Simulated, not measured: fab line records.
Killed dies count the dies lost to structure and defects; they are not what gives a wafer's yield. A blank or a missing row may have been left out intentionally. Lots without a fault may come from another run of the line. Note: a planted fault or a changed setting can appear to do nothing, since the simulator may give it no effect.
Matching of chambers | flow n5 finfet | N5_BEOL_M0_ETCH_128 on rie diel-03: 4 sister chambers
The step etches SiCN in CF4/N2, target depth 12 nm, overetch 5.1 nm, time 21.4 s. 4 wafers are shown with their chamber, then 12 later ones without.

## WAFERS, EACH WITH ITS CHAMBER
wafer  | chamber | showerhead plenum p Torr (Torr)
L080.1 | 0       | 2.28
L085.3 | 3       | 2.16
L085.4 | 1       | 2.23
L085.6 | 2       | 2.09

## WAFERS WITHOUT THEIR CHAMBER
wafer  | showerhead plenum p Torr (Torr)
L088.3 | 2.23
L088.4 | 2.27
L088.6 | 2.23
L090.2 | 2.16
L090.4 | 2.09
L090.6 | 2.16
L092.2 | 2.16
L092.4 | 2.23
L092.6 | 2.16
L094.1 | 2.35
L094.2 | 2.23
L094.6 | 2.27

## WHICH CHAMBER EACH WENT THROUGH
wafer  | from the rows above     | in truth
L088.3 | 1                       | 1
L088.4 | can't be placed: 0 or 1 | 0
L088.6 | 1                       | 1
L090.2 | 3                       | 3
L090.4 | 2                       | 2
L090.6 | 3                       | 3
L092.2 | 3                       | 3
L092.4 | 1                       | 1
L092.6 | 3                       | 3
L094.1 | 0                       | 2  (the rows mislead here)
L094.2 | 1                       | 1
L094.6 | can't be placed: 0 or 1 | 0
Correctly placed: 9 of 12. Unplaceable from these rows: 2, with the true chamber sitting among the candidates in 2. Wrongly placed: 1.
How it was worked out, from the rows above alone: a wafer's distance from a chamber is the root of the sum, over the readings, of the square of ((its reading less the chamber's mean) divided by the reading's scatter). The wafer belongs to the nearest chamber; if the next one is less than 2 further off, it can't be placed. A chamber's mean is the mean of its shown wafers. The scatter (one wafer shown for each chamber): square how far every hidden wafer sits from the nearest shown wafer, average those squares and take the square root.
